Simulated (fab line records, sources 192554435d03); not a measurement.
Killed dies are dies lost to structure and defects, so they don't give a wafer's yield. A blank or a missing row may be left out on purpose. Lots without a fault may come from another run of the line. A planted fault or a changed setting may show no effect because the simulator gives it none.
Chamber matching | flow n5_finfet | N5_SPACER0_ALD_08 on ald_sin-04: 4 sister chambers
The step deposits SiNx, target thk 2 nm. 4 wafers are shown with their chamber, then 8 later ones without.

WAFERS WITH THEIR CHAMBER
wafer  | chamber | heater_power_w (W)
L079.3 | 1       | 698
L080.6 | 2       | 754
L082.2 | 0       | 896
L084.1 | 3       | 747

WAFERS WITHOUT THEIR CHAMBER
wafer  | heater_power_w (W)
L084.3 | 711
L084.4 | 898
L089.1 | 756
L089.2 | 746
L089.6 | 764
L092.3 | 745
L092.4 | 704
L092.5 | 760

WHICH CHAMBER EACH WENT THROUGH
wafer  | from the rows above     | in truth
L084.3 | 1                       | 1
L084.4 | 0                       | 0
L089.1 | can't be placed: 2 or 3 | 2
L089.2 | can't be placed: 3 or 2 | 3
L089.6 | can't be placed: 2 or 3 | 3
L092.3 | can't be placed: 3 or 2 | 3
L092.4 | 1                       | 1
L092.5 | can't be placed: 2 or 3 | 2
Placed correctly: 3 of 8. Can't be placed from these rows: 5 (the true chamber is among the candidates in 5). Placed wrongly: 0.
How it was worked out, from the rows above alone: a wafer's distance from a chamber is the root of the sum, over the readings, of the square of ((its reading less the chamber's mean) divided by the reading's scatter). The wafer belongs to the nearest chamber; if the next one is less than 2 further off, it can't be placed. A chamber's mean is the mean of its shown wafers. The scatter: with one shown wafer a chamber, the root of the mean of the squares of how far each hidden wafer lies from its nearest shown one.
